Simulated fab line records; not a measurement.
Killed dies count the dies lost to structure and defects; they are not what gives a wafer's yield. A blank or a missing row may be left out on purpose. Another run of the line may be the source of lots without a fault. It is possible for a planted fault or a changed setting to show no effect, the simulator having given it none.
Matching of chambers | flow n5Finfet | aldMetal-03 running N5_BEOL_M8_ALD_77: 4 sister chambers
The step deposits TaN, target thk 2 nm, pulse time 2 s, purge time 3 s. 4 wafers are shown with their chamber, then 12 later ones without.

## EACH WAFER AND ITS CHAMBER
wafer  | chamber | heaterPowerW (W)
L088.5 | 3       | 405
L091.1 | 0       | 390
L091.2 | 2       | 441
L091.4 | 1       | 441

## WAFERS WHOSE CHAMBER IS MISSING
wafer  | heaterPowerW (W)
L094.4 | 403
L094.5 | 380
L094.6 | 455
L076.2 | 445
L076.3 | 456
L076.5 | 396
L095.1 | 393
L095.3 | 450
L095.6 | 444
L096.1 | 454
L096.3 | 414
L096.4 | 453

## CHAMBER TAKEN BY EACH
wafer  | from the rows above               | in truth
L094.4 | can't be placed: 3 or 0           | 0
L094.5 | can't be placed: 0 or 3           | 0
L094.6 | can't be placed: 1 or 2           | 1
L076.2 | can't be placed: 1 or 2           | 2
L076.3 | can't be placed: 1 or 2           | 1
L076.5 | can't be placed: 0 or 3           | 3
L095.1 | can't be placed: 0 or 3           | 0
L095.3 | can't be placed: 1 or 2           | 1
L095.6 | can't be placed: 1 or 2           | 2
L096.1 | can't be placed: 1 or 2           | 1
L096.3 | can't be placed: 3 or 0 or 1 or 2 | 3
L096.4 | can't be placed: 1 or 2           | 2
0 of 12 placed correctly. These rows do not allow placing 12 (true chamber among the candidates in 12). Placed wrongly: 0.
How it was worked out, from the rows above alone: a wafer's distance from a chamber is the root of the sum, over the readings, of the square of ((its reading less the chamber's mean) divided by the reading's scatter). If the next closest chamber is less than 2 further off than the closest, the wafer can't be placed; otherwise it belongs to the closest. A chamber's mean is the mean of its shown wafers. The scatter: root of mean squared gap, hidden wafer to nearest shown wafer, with one shown wafer a chamber.
